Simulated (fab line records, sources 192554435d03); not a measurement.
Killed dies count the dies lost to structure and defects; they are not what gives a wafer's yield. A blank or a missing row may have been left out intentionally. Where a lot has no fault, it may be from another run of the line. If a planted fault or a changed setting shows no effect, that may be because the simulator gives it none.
Chamber matching :: flow n5Finfet :: N5_BEOL_M5_VIA_ETCH_34 on rieDiel-06 has 4 sister chambers
The step etches SiCOH lowk in C4F6/O2, target depth 88.3 nm, time 39.2 s. 4 wafers are shown with their chamber, then 10 later ones without.

== EACH WAFER AND ITS CHAMBER ==
wafer: L079.6
chamber: 2
showerheadPlenumPTorr (Torr): 2.87

wafer: L080.2
chamber: 1
showerheadPlenumPTorr (Torr): 3.03

wafer: L089.3
chamber: 0
showerheadPlenumPTorr (Torr): 2.82

wafer: L089.4
chamber: 3
showerheadPlenumPTorr (Torr): 2.79

== WAFERS WITH NO CHAMBER GIVEN ==
wafer: L089.5
showerheadPlenumPTorr (Torr): 3.02

wafer: L090.2
showerheadPlenumPTorr (Torr): 2.82

wafer: L090.3
showerheadPlenumPTorr (Torr): 2.78

wafer: L090.4
showerheadPlenumPTorr (Torr): 3.02

wafer: L093.1
showerheadPlenumPTorr (Torr): 2.86

wafer: L093.3
showerheadPlenumPTorr (Torr): 2.82

wafer: L093.6
showerheadPlenumPTorr (Torr): 2.82

wafer: L096.4
showerheadPlenumPTorr (Torr): 3.01

wafer: L096.5
showerheadPlenumPTorr (Torr): 2.78

wafer: L096.6
showerheadPlenumPTorr (Torr): 2.85

== CHAMBER TAKEN BY EACH ==
wafer: L089.5
from the rows above: 1
in truth: 1

wafer: L090.2
from the rows above: 0
in truth: 0

wafer: L090.3
from the rows above: 3
in truth: 3

wafer: L090.4
from the rows above: 1
in truth: 1

wafer: L093.1
from the rows above: 2
in truth: 2

wafer: L093.3
from the rows above: 0
in truth: 0

wafer: L093.6
from the rows above: 0
in truth: 0

wafer: L096.4
from the rows above: 1
in truth: 1

wafer: L096.5
from the rows above: 3
in truth: 3

wafer: L096.6
from the rows above: can't be placed: 2 or 0
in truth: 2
9 of 10 placed correctly. Not placeable from these rows: 1 (in 1, the candidates include the true chamber). Number placed wrongly: 0.
How it was worked out, from the rows above alone: a wafer's distance from a chamber is the root of the sum, over the readings, of the square of ((its reading less the chamber's mean) divided by the reading's scatter). If the next closest chamber is less than 2 further off than the closest, the wafer can't be placed; otherwise it belongs to the closest. A chamber's mean is the mean of its shown wafers. The scatter: root of mean squared gap, hidden wafer to nearest shown wafer, with one shown wafer a chamber.
